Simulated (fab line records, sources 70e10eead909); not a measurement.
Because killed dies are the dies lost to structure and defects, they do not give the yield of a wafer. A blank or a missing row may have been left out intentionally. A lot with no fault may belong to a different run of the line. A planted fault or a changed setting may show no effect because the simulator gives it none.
Chamber matching || flow nandHarc || 8 sister chambers for NHARC_A_SLIT_PRECLEAN_19 on wetBench-06
The step cleans in SC1. 8 wafers are shown with their chamber, then 8 later ones without.

== WAFERS PAIRED WITH THEIR CHAMBERS ==
{"wafer": "L271.1", "chamber": 5, "bathGuardTempC (C)": 50.7}
{"wafer": "L271.5", "chamber": 6, "bathGuardTempC (C)": 49.7}
{"wafer": "L272.4", "chamber": 2, "bathGuardTempC (C)": 49.9}
{"wafer": "L281.3", "chamber": 7, "bathGuardTempC (C)": 49.7}
{"wafer": "L281.5", "chamber": 4, "bathGuardTempC (C)": 50.0}
{"wafer": "L280.2", "chamber": 0, "bathGuardTempC (C)": 51.2}
{"wafer": "L280.6", "chamber": 1, "bathGuardTempC (C)": 50.6}
{"wafer": "L283.1", "chamber": 3, "bathGuardTempC (C)": 49.9}

== WAFERS WHOSE CHAMBER IS MISSING ==
{"wafer": "L283.2", "bathGuardTempC (C)": 50.3}
{"wafer": "L283.3", "bathGuardTempC (C)": 49.6}
{"wafer": "L285.2", "bathGuardTempC (C)": 50.1}
{"wafer": "L285.4", "bathGuardTempC (C)": 50.9}
{"wafer": "L285.5", "bathGuardTempC (C)": 50.4}
{"wafer": "L288.2", "bathGuardTempC (C)": 49.9}
{"wafer": "L288.4", "bathGuardTempC (C)": 50.0}
{"wafer": "L288.5", "bathGuardTempC (C)": 50.8}

== WHICH CHAMBER EACH WENT THROUGH ==
{"wafer": "L283.2", "from the rows above": "can't be placed: 4 or 1 or 2 or 3 or 5 or 6 or 7", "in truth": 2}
{"wafer": "L283.3", "from the rows above": "can't be placed: 6 or 7 or 2 or 3 or 4", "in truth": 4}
{"wafer": "L285.2", "from the rows above": "can't be placed: 4 or 2 or 3 or 6 or 7", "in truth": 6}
{"wafer": "L285.4", "from the rows above": "can't be placed: 5 or 1 or 0", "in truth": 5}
{"wafer": "L285.5", "from the rows above": "can't be placed: 1 or 5 or 4 or 2 or 3", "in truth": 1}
{"wafer": "L288.2", "from the rows above": "can't be placed: 2 or 3 or 4 or 6 or 7", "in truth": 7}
{"wafer": "L288.4", "from the rows above": "can't be placed: 4 or 2 or 3 or 6 or 7", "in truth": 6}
{"wafer": "L288.5", "from the rows above": "can't be placed: 5 or 1 or 0", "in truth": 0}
0 of 8 placed correctly. From these rows, 8 cannot be placed; in 8 the true chamber is one of the candidates. Number placed wrongly: 0.
How it was worked out, from the rows above alone: a wafer's distance from a chamber is the root of the sum, over the readings, of the square of ((its reading less the chamber's mean) divided by the reading's scatter). If the next closest chamber is less than 2 further off than the closest, the wafer can't be placed; otherwise it belongs to the closest. The mean given for a chamber averages the wafers shown for that chamber. The scatter (one wafer shown for each chamber): square how far every hidden wafer sits from the nearest shown wafer, average those squares and take the square root.
